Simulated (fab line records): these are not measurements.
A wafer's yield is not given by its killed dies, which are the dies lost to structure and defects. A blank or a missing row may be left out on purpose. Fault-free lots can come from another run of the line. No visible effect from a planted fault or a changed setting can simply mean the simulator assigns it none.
Chamber matching -- flow n5_finfet -- N5_BEOL_M1_DEP_57 on pecvd-01 has 3 sister chambers
The step deposits SiCN from 3MS/NH3, target thk 8 nm, time 14 s. 3 wafers are shown with their chamber, then 7 later ones without.

WAFERS, EACH WITH ITS CHAMBER
wafer,chamber,throttle_valve_pct (%)
L088.5,2,8.9
L089.1,1,8.8
L089.4,0,9.1

WAFERS WHOSE CHAMBER IS MISSING
wafer,throttle_valve_pct (%)
L089.6,9.2
L093.3,8.9
L093.5,9.0
L093.6,9.0
L097.2,8.9
L097.3,8.9
L097.6,8.7

WHICH CHAMBER EACH ONE RAN IN
wafer,from the rows above,in truth
L089.6,0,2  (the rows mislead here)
L093.3,can't be placed: 2 or 1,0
L093.5,can't be placed: 0 or 2 or 1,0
L093.6,can't be placed: 0 or 2 or 1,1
L097.2,can't be placed: 2 or 1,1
L097.3,can't be placed: 2 or 1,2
L097.6,can't be placed: 1 or 2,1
Placed correctly: 0 of 7. These rows do not allow placing 6 (true chamber among the candidates in 5). 1 placed wrongly.
How it was worked out, from the rows above alone: a wafer's distance from a chamber is the root of the sum, over the readings, of the square of ((its reading less the chamber's mean) divided by the reading's scatter). If the next closest chamber is less than 2 further off than the closest, the wafer can't be placed; otherwise it belongs to the closest. For every chamber, the mean is computed from those of its wafers that are shown. The scatter (one wafer shown for each chamber): square how far every hidden wafer sits from the nearest shown wafer, average those squares and take the square root.
